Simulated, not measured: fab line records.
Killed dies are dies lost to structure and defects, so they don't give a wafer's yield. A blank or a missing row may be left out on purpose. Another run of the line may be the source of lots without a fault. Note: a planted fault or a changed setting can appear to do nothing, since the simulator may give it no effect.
Matching of chambers    flow nand harc    NHARC_A_WL_FILL_ALD_02 on ald metal-03 has 4 sister chambers
The step deposits TiN, target thk 2 nm, pulse time 3 s, ald cycles 100. 8 wafers are shown with their chamber, then 7 later ones without.

## WAFERS WITH THEIR CHAMBER
wafer   chamber  heater power outer w (W)  heater power w (W)
L782.3  3        693                       1101
L783.3  2        894                       1253
L783.5  2        902                       1263
L783.6  3        693                       1109
L786.5  1        694                       1073
L786.6  0        552                       935
L793.1  0        564                       970
L793.2  1        707                       1032

## WAFERS WHOSE CHAMBER IS MISSING
wafer   heater power outer w (W)  heater power w (W)
L793.3  646                       1116
L792.3  687                       1066
L792.5  564                       969
L792.6  649                       1098
L800.1  710                       1041
L800.2  854                       1197
L800.5  690                       1041

## WHICH CHAMBER EACH WENT THROUGH
wafer   from the rows above      in truth
L793.3  can't be placed: 3 or 1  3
L792.3  can't be placed: 1 or 3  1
L792.5  0                        0
L792.6  can't be placed: 3 or 1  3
L800.1  1                        1
L800.2  2                        2
L800.5  can't be placed: 1 or 3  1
Correctly placed: 3 of 7. Cannot be placed on the basis of these rows: 4; the candidates contain the true chamber in 4. Number placed wrongly: 0.
How it was worked out, from the rows above alone: a wafer's distance from a chamber is the root of the sum, over the readings, of the square of ((its reading less the chamber's mean) divided by the reading's scatter). If the next closest chamber is less than 2 further off than the closest, the wafer can't be placed; otherwise it belongs to the closest. For every chamber, the mean is computed from those of its wafers that are shown. The scatter: the root of (the sum of the squares of (reading less its chamber's mean) over the shown wafers, divided by (wafers less chambers)).
